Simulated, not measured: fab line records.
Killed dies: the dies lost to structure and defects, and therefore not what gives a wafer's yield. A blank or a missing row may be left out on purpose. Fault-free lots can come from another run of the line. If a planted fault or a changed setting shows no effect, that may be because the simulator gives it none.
Matching of chambers :: flow nand_harc :: NHARC_A_STAIRCASE_TRIM_12 on rie_diel-07: 3 sister chambers
The step chemistry O2, time 211.2 s. 3 wafers are shown with their chamber, then 6 later ones without.

== WAFERS WITH THEIR CHAMBER ==
wafer: L080.4
chamber: 2
showerhead_plenum_p_Torr (Torr): 3.79

wafer: L080.5
chamber: 0
showerhead_plenum_p_Torr (Torr): 3.31

wafer: L087.1
chamber: 3
showerhead_plenum_p_Torr (Torr): 3.37

== WAFERS MISSING THEIR CHAMBER ==
wafer: L087.4
showerhead_plenum_p_Torr (Torr): 3.78

wafer: L089.1
showerhead_plenum_p_Torr (Torr): 3.30

wafer: L089.2
showerhead_plenum_p_Torr (Torr): 3.37

wafer: L089.4
showerhead_plenum_p_Torr (Torr): 3.77

wafer: L096.1
showerhead_plenum_p_Torr (Torr): 3.36

wafer: L096.6
showerhead_plenum_p_Torr (Torr): 3.29

== WHICH CHAMBER EACH WENT THROUGH ==
wafer: L087.4
from the rows above: 2
in truth: 2

wafer: L089.1
from the rows above: 0
in truth: 0

wafer: L089.2
from the rows above: 3
in truth: 3

wafer: L089.4
from the rows above: 2
in truth: 2

wafer: L096.1
from the rows above: 3
in truth: 3

wafer: L096.6
from the rows above: 0
in truth: 0
Correctly placed: 6 of 6. From these rows, 0 cannot be placed. Wrongly placed: 0.
How it was worked out, from the rows above alone: a wafer's distance from a chamber is the root of the sum, over the readings, of the square of ((its reading less the chamber's mean) divided by the reading's scatter). If the next closest chamber is less than 2 further off than the closest, the wafer can't be placed; otherwise it belongs to the closest. The mean given for a chamber averages the wafers shown for that chamber. The scatter (one wafer shown for each chamber): square how far every hidden wafer sits from the nearest shown wafer, average those squares and take the square root.
